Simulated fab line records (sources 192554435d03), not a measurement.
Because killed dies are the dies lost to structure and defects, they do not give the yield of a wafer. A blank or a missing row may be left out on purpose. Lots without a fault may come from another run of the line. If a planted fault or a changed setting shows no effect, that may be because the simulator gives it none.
Which of the tools did it? | flow n5Finfet | 36 wafers from 12 lots sampled at 3 of the route's 1938 steps

== WHAT THE GAUGES READ, wafer by wafer ==
N5_BEOL_M15_INSPECT_12: inspects for defects (macro).
lot  | measured     | on               | rawDefectCount
L076 | day 11 23:08 | defectInspect-01 | 2 2 2
L077 | day 12 04:11 | defectInspect-01 | 3 1 2
L079 | day 13 01:52 | defectInspect-02 | 3 2 2
L080 | day 14 04:26 | defectInspect-01 | 2 0 1
L082 | day 15 00:47 | defectInspect-01 | 3 0 2
L087 | day 15 13:46 | defectInspect-01 | 1 1 3
L084 | day 15 14:59 | defectInspect-02 | 1 3 0
L091 | day 16 12:19 | defectInspect-01 | 1 3 3
L094 | day 16 21:20 | defectInspect-01 | 3 1 2
L096 | day 17 12:31 | defectInspect-02 | 4 0 1
L092 | day 17 16:25 | defectInspect-02 | 0 1 5
L097 | day 18 03:13 | defectInspect-02 | 3 1 0

== EACH LOT AND THE TOOL THAT RAN IT (in order: tool; ch and the chambers of the sampled wafers; start) ==
lot  | N5_BEOL_M13_TRENCH_ETCH_34        | N5_BEOL_M14_SPUTTER_45
L076 | rieDiel-04 ch 0,1,2, day 11 10:28 | pvdSputter-03, day 11 21:11
L077 | rieDiel-01 ch 0,2,3, day 11 17:58 | pvdSputter-01, day 12 02:20
L079 | rieDiel-04 ch 0,1,3, day 12 15:19 | pvdSputter-03, day 12 23:55
L080 | rieDiel-03 ch 0,2,3, day 13 19:16 | pvdSputter-01, day 14 02:07
L082 | rieDiel-03 ch 1,2, day 14 11:19   | pvdSputter-01, day 14 23:00
L087 | rieDiel-03 ch 1,2,3, day 15 01:50 | pvdSputter-01, day 15 12:02
L084 | rieDiel-01 ch 0,2,3, day 15 05:08 | pvdSputter-01, day 15 12:26
L091 | rieDiel-04 ch 0,1,3, day 16 01:10 | pvdSputter-03, day 16 10:29
L094 | rieDiel-03 ch 1,2, day 16 10:14   | pvdSputter-02, day 16 19:29
L096 | rieDiel-04 ch 1,3, day 17 01:31   | pvdSputter-02, day 17 10:31
L092 | rieDiel-03 ch 0,1, day 17 02:38   | pvdSputter-03, day 17 14:30
L097 | rieDiel-04 ch 1,2, day 17 15:21   | pvdSputter-03, day 18 00:38
- N5_BEOL_M13_TRENCH_ETCH_34: etches SiOC in C4F8/O2/Ar, target depth 413.47 nm, time 162.6 s.
- N5_BEOL_M14_SPUTTER_45: material Cu, target thk 100 nm, time 16.67 s.

== THE ANSWER, worked out from the rows above alone ==
Rule: what is usual is taken from the lots themselves. Put in order of their means at a reading, lots are off if they are a third of the lots or fewer, leave a main group of 4 or more, and stand apart from it by a gap of 3 or more times the standard deviation of the main group's means; of several such gaps the widest counts. A main group whose means are all the same, to the digits that the tables above print for the reading, isn't used. A lot without any number at a reading at which 4 lots or more have one is off too. The other lots that the step has rows for count as sound.
No lot is off on any of the readings shown, so nothing can be concluded from this.

== WHAT HAD BEEN PUT IN BY THE SIMULATOR ==
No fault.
